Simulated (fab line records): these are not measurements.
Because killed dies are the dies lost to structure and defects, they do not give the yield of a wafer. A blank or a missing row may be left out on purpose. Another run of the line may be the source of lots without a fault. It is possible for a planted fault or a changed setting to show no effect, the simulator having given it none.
Matching of chambers -- flow n5Finfet -- 4 sister chambers for N5_BEOL_M2_STRIP_36 on rieDiel-04
The step strips in N2/H2. 16 wafers are shown with their chamber, then 8 later ones without.

EACH WAFER AND ITS CHAMBER
wafer,chamber,throttleValvePct (%),showerheadPlenumPTorr (Torr),drypumpMotorCurrentA (A)
L075.1,1,24.10,2.47,6.5
L075.2,2,23.15,2.56,5.4
L075.6,2,23.13,2.56,5.4
L074.2,1,24.11,2.47,6.5
L074.3,2,23.14,2.56,5.4
L074.5,2,23.11,2.56,5.4
L076.1,3,23.77,2.71,5.8
L076.3,0,23.51,2.48,5.1
L076.6,0,23.52,2.48,5.1
L080.2,2,23.14,2.56,5.5
L080.5,2,23.15,2.56,5.5
L080.6,1,24.11,2.47,6.5
L085.1,2,23.15,2.55,5.4
L085.4,3,23.81,2.70,5.9
L085.5,1,24.12,2.46,6.5
L088.2,3,23.81,2.70,5.8

SIGNATURES (means of the wafers above)
reading,chamber 0,chamber 1,chamber 2,chamber 3,scatter within a chamber
throttleValvePct,23.5150,24.1100,23.1386,23.7967,0.0147
showerheadPlenumPTorr,2.4800,2.4675,2.5586,2.7033,0.00435
drypumpMotorCurrentA,5.100,6.500,5.429,5.833,0.0418
Rule: for each reading, subtract the chamber's mean from the wafer's reading, divide by that reading's scatter and square the result; add these up over the readings and take the root, which gives the wafer's distance from the chamber. If the next closest chamber is less than 2 further off than the closest, the wafer can't be placed; otherwise it belongs to the closest. The scatter: the root of (the sum of the squares of (reading less its chamber's mean) over the shown wafers, divided by (wafers less chambers)).

WAFERS WITH NO CHAMBER GIVEN
wafer,throttleValvePct (%),showerheadPlenumPTorr (Torr),drypumpMotorCurrentA (A)
L088.3,23.23,2.47,5.1
L088.5,24.12,2.46,6.5
L089.1,23.17,2.55,5.5
L089.3,23.21,2.47,5.1
L089.4,23.84,2.70,5.8
L091.1,23.86,2.70,5.8
L091.2,23.25,2.47,5.1
L091.4,23.18,2.55,5.5

WHICH CHAMBER EACH WENT THROUGH
wafer,from the rows above,in truth
L088.3,0,0
L088.5,1,1
L089.1,2,2
L089.3,can't be placed: 0 or 2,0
L089.4,3,3
L091.1,3,3
L091.2,0,0
L091.4,2,2
7 of 8 placed correctly. Not placeable from these rows: 1 (in 1, the candidates include the true chamber). Wrongly placed: 0.
